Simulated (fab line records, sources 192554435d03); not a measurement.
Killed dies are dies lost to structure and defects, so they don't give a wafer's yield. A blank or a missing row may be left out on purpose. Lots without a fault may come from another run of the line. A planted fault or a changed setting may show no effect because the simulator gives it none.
Chamber matching | flow n5_finfet | N5_BEOL_M0_SAQP_PECVD_00 on pecvd-04: 3 sister chambers
The step deposits SiCN from 3MS/NH3, target thk 8 nm, time 14 s. 16 wafers are shown with their chamber, then 8 later ones without.

WAFERS WITH THEIR CHAMBER
wafer  | chamber | throttle_valve_pct (%) | showerhead_plenum_p_Torr (Torr)
L074.3 | 2       | 9.1                    | 3.676
L074.5 | 0       | 8.9                    | 3.665
L074.6 | 1       | 9.7                    | 3.662
L083.1 | 0       | 9.0                    | 3.662
L083.3 | 1       | 9.6                    | 3.667
L083.4 | 1       | 9.7                    | 3.670
L084.2 | 1       | 9.6                    | 3.671
L084.5 | 1       | 9.6                    | 3.664
L084.6 | 0       | 9.2                    | 3.674
L087.2 | 0       | 9.0                    | 3.676
L087.3 | 1       | 9.8                    | 3.654
L087.6 | 2       | 9.3                    | 3.682
L088.4 | 0       | 8.9                    | 3.656
L088.5 | 2       | 9.2                    | 3.694
L088.6 | 1       | 9.6                    | 3.672
L092.2 | 1       | 9.8                    | 3.659

SIGNATURES (means of the wafers above)
reading                  | chamber 0 | chamber 1 | chamber 2 | scatter within a chamber
throttle_valve_pct       | 9.000     | 9.675     | 9.200     | 0.102
showerhead_plenum_p_Torr | 3.66660   | 3.66487   | 3.68400   | 0.00748
Rule: a wafer's distance from a chamber is the root of the sum, over the readings, of the square of ((its reading less the chamber's mean) divided by the reading's scatter). The wafer belongs to the nearest chamber; if the next one is less than 2 further off, it can't be placed. The scatter: the root of (the sum of the squares of (reading less its chamber's mean) over the shown wafers, divided by (wafers less chambers)).

WAFERS WITHOUT THEIR CHAMBER
wafer  | throttle_valve_pct (%) | showerhead_plenum_p_Torr (Torr)
L092.3 | 9.4                    | 3.661
L092.6 | 8.9                    | 3.686
L096.2 | 8.5                    | 3.692
L096.5 | 8.8                    | 3.666
L096.6 | 9.9                    | 3.663
L097.4 | 9.5                    | 3.655
L097.5 | 8.5                    | 3.689
L097.6 | 8.7                    | 3.664

WHICH CHAMBER EACH WENT THROUGH
wafer  | from the rows above          | in truth
L092.3 | can't be placed: 1 or 2 or 0 | 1
L092.6 | can't be placed: 0 or 2      | 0
L096.2 | can't be placed: 0 or 2      | 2
L096.5 | 0                            | 0
L096.6 | 1                            | 1
L097.4 | 1                            | 1
L097.5 | can't be placed: 0 or 2      | 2
L097.6 | 0                            | 0
Placed correctly: 4 of 8. Can't be placed from these rows: 4 (the true chamber is among the candidates in 4). Placed wrongly: 0.
